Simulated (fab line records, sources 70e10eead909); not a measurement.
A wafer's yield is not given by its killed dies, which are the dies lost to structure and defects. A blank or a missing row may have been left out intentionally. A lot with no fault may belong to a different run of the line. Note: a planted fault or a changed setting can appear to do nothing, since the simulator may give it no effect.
fab line records + flow nandHarc + part 2 of 2: steps 5 to 6 of 6
record
- lots=22
- wafers=66
- lastDay=25
route steps=1159 shown A_STAIRCASE@616
lots that met no fault: from a run of the same line without faults
startH: start of the lot's first displayed wafer, in hours after the record's first day + waitH: time in hours since the lot's previous step + " identical to the entry in the row above + L1.1+2: several wafers, shown together as one row + - no value, or no start given + * or withheld: withheld + < > ~ a bound
route shown NAME@n: names a module that has steps shown in the file, with the first one's number in the route + usual: mean and standard deviation over wafers with no fault + same: alike in all rows + chamber/n: place in a boat + sites: readings site by site + _std_site: the standard deviation of these + _edge_site: outer sites' mean less inner sites' + radiusMm: for every site, how far away it sits from the centre of the wafer + mask NAME#n: copy n + behind: the last tool/chamber to shape the wafer + hold: reason for holding the lot/hours on hold/outcome of the hold + device: names the non-switching transistor (n, p or np) + end of line: tests of these same wafers at the route's end + step lacking rows: just its recipe + killed: dies lost to structure and defects at the first sort, not the wafer's yield + map: per-die view of a wafer (x killed, . not killed, _ where there is no die)
set.NAME: the setting as run; set.NAME@STEP: as run at that earlier step + model.NAME: the simulator's own value behind a step, which no gauge read
route steps across a sampled set of lots; one table per step, one row per wafer
services: the hour from which a tool's chamber was out of use, counted from the record's first day as startH (under 0 if before that day), plus the number of hours and why
## steps
# step NHARC_A_STAIRCASE_ETCH_315
# recipe
- targetDepthA=25000
- timeS=607.1
- ionEnergyEv=800
- c4f8FlowSccm=80
- o2FlowSccm=60
- arFlowSccm=withheld
- rfW=600
- biasW=3000
- chemistry=C4F8/O2/Ar
# usual
- biasW=3000/9.5
- oesProductAu=0.930/0.011
- rfVppV=1825/9.1
| lot.wafer | tool       | chamber | startH | waitH | biasW | oesProductAu | rfHoursCounterH | rfVppV |
|-----------|------------|---------|--------|-------|-------|--------------|-----------------|--------|
| L075.1    | rieDiel-04 | 3       | -      | -     | 3016  | 0.938        | 55              | 1838   |
| L075.3    | "          | 1       | "      | "     | 2987  | 0.929        | 50              | 1840   |
| L075.5    | "          | 3       | "      | "     | 2994  | 0.938        | -               | 1838   |
| L074.2    | rieDiel-08 | 0       | -      | -     | 3016  | 0.938        | 54              | 1831   |
| L074.1    | "          | 1       | "      | "     | 2998  | 0.940        | 53              | 1813   |
| L074.3    | "          | 3       | "      | "     | 3007  | 0.933        | 53              | 1823   |
| L076.2    | rieDiel-08 | 1       | -      | -     | 3004  | 0.933        | 57              | 1811   |
| L076.4    | "          | 3       | "      | "     | 2987  | 0.910        | -               | 1823   |
| L076.6    | "          | 0       | "      | "     | 2996  | 0.925        | -               | 1829   |
| L077.2    | rieDiel-04 | 3       | -      | -     | 2989  | 0.936        | 62              | 1836   |
| L077.4    | "          | 1       | "      | "     | 3004  | 0.923        | 57              | 1840   |
| L077.5    | "          | 2       | "      | "     | 3006  | 0.943        | -               | 1814   |
| L078.2    | rieDiel-08 | 1       | -      | -     | 2997  | 0.928        | 62              | 1813   |
| L078.5    | "          | 1       | "      | "     | 2988  | 0.938        | -               | 1811   |
| L078.4    | "          | 3       | "      | "     | 3004  | 0.918        | -               | 1822   |
| L081.1    | rieDiel-08 | 0       | -      | -     | 3001  | 0.925        | 70              | 1828   |
| L081.3    | "          | 3       | "      | "     | 3016  | 0.928        | 69              | 1823   |
| L081.5    | "          | 3       | "      | "     | 2995  | 0.916        | -               | 1823   |
| L080.1    | rieDiel-04 | 2       | -      | -     | 3017  | 0.926        | 3               | 1815   |
| L080.6    | "          | 3       | "      | "     | 3000  | 0.916        | -               | 1836   |
| L080.5    | "          | 0       | "      | "     | 3013  | 0.925        | -               | 1830   |
| L082.2    | rieDiel-13 | 1       | -      | -     | 2977  | 0.929        | 12              | 1823   |
| L082.4    | "          | 2       | "      | "     | 3008  | 0.936        | 12              | 1835   |
| L082.5    | "          | 0       | "      | "     | 3006  | 0.930        | -               | 1814   |
| L084.1    | rieDiel-04 | 1       | -      | -     | 2996  | 0.937        | 9               | 1839   |
| L084.2    | "          | 2       | "      | "     | 3013  | 0.927        | 8               | 1814   |
| L084.5    | "          | 0       | "      | "     | 3001  | 0.921        | -               | 1830   |
| L079.2    | rieDiel-08 | 0       | -      | -     | 2991  | 0.929        | 2               | 1827   |
| L079.1    | "          | 1       | "      | "     | 2999  | 0.951        | 2               | 1811   |
| L079.6    | "          | 1       | "      | "     | 3006  | 0.940        | -               | 1812   |
| L088.4    | rieDiel-04 | 2       | -      | -     | 3013  | 0.943        | 13              | 1815   |
| L088.1    | "          | 0       | "      | "     | 3014  | 0.933        | 13              | 1829   |
| L088.3    | "          | 1       | "      | "     | 3003  | 0.937        | 14              | 1840   |
| L086.2    | rieDiel-08 | 1       | -      | -     | 2990  | 0.938        | 8               | 1811   |
| L086.1    | "          | 0       | "      | "     | 2988  | 0.909        | 8               | 1828   |
| L086.4    | "          | 1       | "      | "     | 3001  | 0.932        | -               | 1811   |
| L087.2    | rieDiel-08 | 2       | -      | -     | 3003  | 0.941        | 1               | 1832   |
| L087.3    | "          | 0       | "      | "     | 2991  | 0.926        | 9               | 1827   |
| L087.4    | "          | 1       | "      | "     | 2986  | 0.944        | 9               | 1812   |
| L085.3    | rieDiel-13 | 1       | -      | -     | 3009  | 0.931        | 23              | 1821   |
| L085.1    | "          | 2       | "      | "     | 3022  | 0.946        | 23              | 1834   |
| L085.6    | "          | 0       | "      | "     | 2999  | 0.926        | -               | 1814   |
| L089.4    | rieDiel-13 | 2       | -      | -     | 3011  | 0.932        | 28              | 1835   |
| L089.2    | "          | 0       | "      | "     | 3002  | 0.925        | 27              | 1812   |
| L089.5    | "          | 2       | "      | "     | 2998  | 0.939        | -               | 1836   |
| L091.4    | rieDiel-04 | 1       | -      | -     | 2984  | 0.919        | 23              | 1840   |
| L091.1    | "          | 3       | "      | "     | 3000  | 0.926        | 20              | 1835   |
| L091.5    | "          | 1       | "      | "     | 2999  | 0.930        | -               | 1838   |
| L090.4    | rieDiel-08 | 2       | -      | -     | 3006  | 0.946        | 8               | 1832   |
| L090.2    | "          | 3       | "      | "     | 3017  | 0.950        | 16              | 1821   |
| L090.5    | "          | 0       | "      | "     | 3006  | 0.925        | -               | 1828   |
| L092.3    | rieDiel-04 | 2       | -      | -     | 2994  | 0.930        | 28              | 1814   |
| L092.1    | "          | 3       | "      | "     | 2994  | 0.924        | 24              | 1836   |
| L092.5    | "          | 1       | "      | "     | 2995  | 0.922        | -               | 1839   |
| L095.4    | rieDiel-04 | 3       | -      | -     | 3019  | 0.911        | 25              | 1835   |
| L095.2    | "          | 0       | "      | "     | 3008  | 0.904        | 27              | 1828   |
| L095.6    | "          | 2       | "      | "     | 3003  | 0.928        | -               | 1814   |
| L094.1    | rieDiel-04 | 3       | -      | -     | 2990  | 0.929        | 26              | 1835   |
| L094.2    | "          | 0       | "      | "     | 2982  | 0.901        | 27              | 1828   |
| L094.5    | "          | 3       | "      | "     | 3003  | 0.918        | -               | 1835   |
| L096.1    | rieDiel-13 | 1       | -      | -     | 2993  | 0.941        | 44              | 1820   |
| L096.2    | "          | 2       | "      | "     | 3014  | 0.942        | 42              | 1834   |
| L096.3    | "          | 3       | "      | "     | 2991  | 0.930        | 43              | 1820   |
| L097.4    | rieDiel-08 | 1       | -      | -     | 3007  | 0.953        | 37              | 1811   |
| L097.2    | "          | 2       | "      | "     | 3003  | 0.937        | 28              | 1832   |
| L097.6    | "          | 3       | "      | "     | 2983  | 0.937        | -               | 1820   |
# step NHARC_A_STAIRCASE_DESCUM_443
# recipe
- timeS=3
- o2FlowSccm=200
- arFlowSccm=0
- biasPowerW=0
- chemistry=O2
# usual
- drypumpMotorCurrentA=5.7/0.34
- oesProductAu=1.000/0.01
- rfVppV=57.8/0.83
- showerheadPlenumPTorr=1.90/0.071
- throttleValvePct=11.311/0.0096
# same
- biasPowerW=0
| lot.wafer | tool       | chamber | startH | waitH | drypumpMotorCurrentA | oesProductAu | rfHoursCounterH | rfVppV | showerheadPlenumPTorr | throttleValvePct |
|-----------|------------|---------|--------|-------|----------------------|--------------|-----------------|--------|-----------------------|------------------|
| L074.3    | rieDiel-04 | 1       | 310.23 | -     | 5.5                  | 1.009        | 5               | 57.7   | 2.01                  | 11.305           |
| L074.2    | "          | 2       | "      | "     | 5.4                  | 0.994        | 4               | 56.6   | 1.82                  | 11.296           |
| L074.1    | "          | 3       | "      | "     | 6.1                  | 0.992        | 4               | 55.9   | 1.99                  | 11.308           |
| L075.1    | rieDiel-04 | 0       | 310.35 | -     | 6.1                  | 0.993        | 5               | 57.9   | 1.93                  | 11.315           |
| L075.3    | "          | 1       | "      | "     | 5.5                  | 1.009        | 5               | 58.4   | 2.01                  | 11.296           |
| L075.5    | "          | 3       | "      | "     | 6.1                  | 0.990        | -               | 58.7   | 1.99                  | 11.311           |
| L076.4    | rieDiel-13 | 2       | 316.25 | -     | 5.6                  | 1.006        | 13              | 58.7   | 1.98                  | 11.302           |
| L076.2    | "          | 0       | "      | "     | 5.5                  | 0.987        | 15              | 58.3   | 1.82                  | 11.319           |
| L076.6    | "          | 2       | "      | "     | 5.6                  | 1.003        | -               | 58.1   | 1.98                  | 11.317           |
| L077.4    | rieDiel-13 | 0       | 323.21 | -     | 5.4                  | 0.994        | 17              | 58.9   | 1.82                  | 11.300           |
| L077.2    | "          | 3       | "      | "     | 5.6                  | 0.994        | 17              | 57.5   | 1.86                  | 11.307           |
| L077.5    | "          | 0       | "      | "     | 5.4                  | 1.004        | -               | 57.8   | 1.82                  | 11.304           |
| L078.2    | rieDiel-13 | 3       | 329.02 | -     | 5.6                  | 0.986        | 18              | 57.5   | 1.86                  | 11.317           |
| L078.4    | "          | 0       | "      | "     | 5.4                  | 0.999        | 18              | 57.5   | 1.82                  | 11.304           |
| L078.5    | "          | 3       | "      | "     | 5.6                  | 0.996        | -               | 57.1   | 1.86                  | 11.315           |
| L081.1    | rieDiel-13 | 1       | 346.94 | -     | 5.2                  | 1.003        | 26              | 57.8   | 1.87                  | 11.307           |
| L081.3    | "          | 2       | "      | "     | 5.6                  | 1.001        | 26              | 59.2   | 1.98                  | 11.302           |
| L081.5    | "          | 2       | "      | "     | 5.6                  | 1.001        | -               | 56.4   | 1.98                  | 11.324           |
| L080.1    | rieDiel-04 | 3       | 347.13 | -     | 6.1                  | 0.991        | 18              | 58.1   | 1.98                  | 11.315           |
| L080.5    | "          | 2       | "      | "     | 5.4                  | 0.995        | -               | 56.6   | 1.81                  | 11.306           |
| L080.6    | "          | 3       | "      | "     | 6.1                  | 0.986        | -               | 57.8   | 1.98                  | 11.311           |
| L084.1    | rieDiel-13 | 1       | 357.69 | -     | 5.2                  | 1.011        | 30              | 57.8   | 1.86                  | 11.313           |
| L084.2    | "          | 0       | "      | "     | 5.5                  | 1.001        | 30              | 57.8   | 1.81                  | 11.316           |
| L084.5    | "          | 1       | "      | "     | 5.2                  | 1.008        | -               | 57.7   | 1.86                  | 11.317           |
| L082.2    | rieDiel-08 | 1       | 357.85 | -     | 6.3                  | 1.016        | 18              | 58.8   | 1.79                  | 11.307           |
| L082.4    | "          | 2       | "      | "     | 5.5                  | 1.022        | 9               | 59.1   | 1.95                  | 11.331           |
| L082.5    | "          | 0       | "      | "     | 6.3                  | 1.011        | -               | 56.7   | 1.92                  | 11.298           |
| L079.1    | rieDiel-08 | 3       | 357.97 | -     | 5.8                  | 1.013        | 17              | 57.2   | 1.88                  | 11.302           |
| L079.2    | "          | 0       | "      | "     | 6.3                  | 0.997        | 17              | 56.8   | 1.92                  | 11.336           |
| L079.6    | "          | 2       | "      | "     | 5.5                  | 1.014        | -               | 58.4   | 1.95                  | 11.318           |
| L086.2    | rieDiel-13 | 0       | 368.56 | -     | 5.4                  | 1.005        | 34              | 56.0   | 1.81                  | 11.314           |
| L086.1    | "          | 1       | "      | "     | 5.2                  | 0.999        | 34              | 56.9   | 1.86                  | 11.317           |
| L086.4    | "          | 2       | "      | "     | 5.6                  | 0.998        | 34              | 58.0   | 1.98                  | 11.317           |
| L088.4    | rieDiel-08 | 2       | 368.82 | -     | 5.5                  | 1.018        | 14              | 57.7   | 1.95                  | 11.319           |
| L088.3    | "          | 3       | "      | "     | 5.8                  | 0.997        | 22              | 57.2   | 1.87                  | 11.306           |
| L088.1    | "          | 1       | "      | "     | 6.2                  | 1.002        | 21              | 56.5   | 1.79                  | 11.309           |
| L087.3    | rieDiel-13 | 1       | 378.53 | -     | 5.2                  | 1.001        | 39              | 58.1   | 1.86                  | 11.307           |
| L087.2    | "          | 3       | "      | "     | 5.7                  | 0.989        | 39              | 56.8   | 1.86                  | 11.294           |
| L087.4    | "          | 0       | "      | "     | 5.4                  | 0.987        | 39              | 57.6   | 1.81                  | 11.314           |
| L085.1    | rieDiel-04 | 0       | 378.57 | -     | 6.1                  | 0.982        | 28              | 56.5   | 1.92                  | 11.327           |
| L085.3    | "          | 2       | "      | "     | 5.4                  | 1.000        | 30              | 58.2   | 1.81                  | 11.319           |
| L085.6    | "          | 3       | "      | "     | 6.1                  | 0.988        | -               | 58.6   | 1.98                  | 11.329           |
| L089.4    | rieDiel-08 | 0       | 392.48 | -     | 6.3                  | 0.986        | 29              | 58.0   | 1.92                  | 11.302           |
| L089.2    | "          | 1       | "      | "     | 6.2                  | 1.030        | 29              | 57.6   | 1.79                  | 11.314           |
| L089.5    | "          | 3       | "      | "     | 5.8                  | 1.003        | -               | 57.8   | 1.87                  | 11.319           |
| L091.4    | rieDiel-04 | 2       | 399.65 | -     | 5.4                  | 0.989        | 40              | 56.4   | 1.81                  | 11.302           |
| L091.1    | "          | 3       | "      | "     | 6.1                  | 0.998        | 35              | 58.6   | 1.98                  | 11.322           |
| L091.5    | "          | 1       | "      | "     | 5.5                  | 1.000        | -               | 57.6   | 2.00                  | 11.308           |
| L090.2    | rieDiel-08 | 0       | 399.81 | -     | 6.3                  | 0.994        | 33              | 57.7   | 1.92                  | 11.310           |
| L090.4    | "          | 1       | "      | "     | 6.2                  | 1.031        | 33              | 55.2   | 1.79                  | 11.303           |
| L090.5    | "          | 0       | "      | "     | 6.3                  | 0.993        | -               | 56.5   | 1.92                  | 11.307           |
| L092.1    | rieDiel-04 | 1       | 404.51 | -     | 5.5                  | 0.993        | 42              | 57.3   | 2.00                  | 11.314           |
| L092.3    | "          | 3       | "      | "     | 6.1                  | 0.991        | 36              | 58.8   | 1.98                  | 11.325           |
| L092.5    | "          | 2       | "      | "     | 5.4                  | 1.002        | -               | 58.5   | 1.81                  | 11.313           |
| L095.2    | rieDiel-04 | 1       | 415.06 | -     | 5.5                  | 1.001        | 48              | 57.7   | 2.00                  | 11.307           |
| L095.4    | "          | 0       | "      | "     | 6.1                  | 0.984        | 42              | 58.2   | 1.92                  | 11.323           |
| L095.6    | "          | 2       | "      | "     | 5.4                  | 1.000        | -               | 56.1   | 1.80                  | 11.320           |
| L094.1    | rieDiel-08 | 2       | 415.22 | -     | 5.6                  | 1.008        | 32              | 58.4   | 1.94                  | 11.286           |
| L094.2    | "          | 3       | "      | "     | 5.8                  | 1.005        | 39              | 57.9   | 1.87                  | 11.310           |
| L094.5    | "          | 2       | "      | "     | 5.5                  | 1.009        | -               | 59.2   | 1.95                  | 11.301           |
| L096.3    | rieDiel-08 | 3       | 435.56 | -     | 5.8                  | 0.997        | 45              | 59.1   | 1.87                  | 11.303           |
| L096.2    | "          | 1       | "      | "     | 6.3                  | 1.018        | 46              | 58.1   | 1.79                  | 11.299           |
| L096.1    | "          | 2       | "      | "     | 5.5                  | 1.007        | 38              | 58.5   | 1.94                  | 11.315           |
| L097.2    | rieDiel-13 | 3       | 449.50 | -     | 5.6                  | 0.988        | 59              | 57.7   | 1.85                  | 11.309           |
| L097.6    | "          | 0       | "      | "     | 5.5                  | 0.998        | -               | 57.3   | 1.80                  | 11.305           |
| L097.4    | "          | 3       | "      | "     | 5.6                  | 0.997        | -               | 56.3   | 1.85                  | 11.306           |
## services
| tool       | chamber | startH | hours | kind      |
|------------|---------|--------|-------|-----------|
| rieDiel-13 | 0       | 229.30 | 3.6   | repair    |
| rieDiel-13 | -       | 237.17 | 0.5   | repair    |
| rieDiel-04 | 0       | 244.90 | -     | clean     |
| rieDiel-04 | 1       | 244.90 | -     | clean     |
| rieDiel-04 | 2       | 244.90 | -     | clean     |
| rieDiel-04 | 3       | 244.90 | -     | clean     |
| rieDiel-13 | 1       | 268.75 | 6.3   | repair    |
| rieDiel-04 | 0       | 269.40 | -     | clean     |
| rieDiel-04 | 1       | 269.40 | -     | clean     |
| rieDiel-04 | 2       | 269.40 | -     | clean     |
| rieDiel-04 | 3       | 269.40 | -     | clean     |
| rieDiel-13 | -       | 276.66 | 9.0   | pm        |
| rieDiel-04 | -       | 289.96 | 9.0   | pm        |
| rieDiel-04 | 0       | 289.96 | 9.0   | ventCycle |
| rieDiel-04 | 1       | 289.96 | 9.0   | ventCycle |
| rieDiel-04 | 2       | 289.96 | 9.0   | ventCycle |
| rieDiel-04 | 3       | 289.96 | 9.0   | ventCycle |
| aclDep-01  | -       | 292.95 | 13.0  | pm        |
| rieDiel-08 | -       | 301.84 | 9.0   | pm        |
| aclDep-02  | -       | 352.84 | 13.0  | pm        |
| aclDep-03  | -       | 406.40 | 13.0  | pm        |
| rieDiel-13 | 3       | 406.65 | 3.8   | repair    |
| rieDiel-08 | 1       | 406.89 | 2.9   | repair    |
| rieDiel-13 | 1       | 434.77 | 22.8  | repair    |
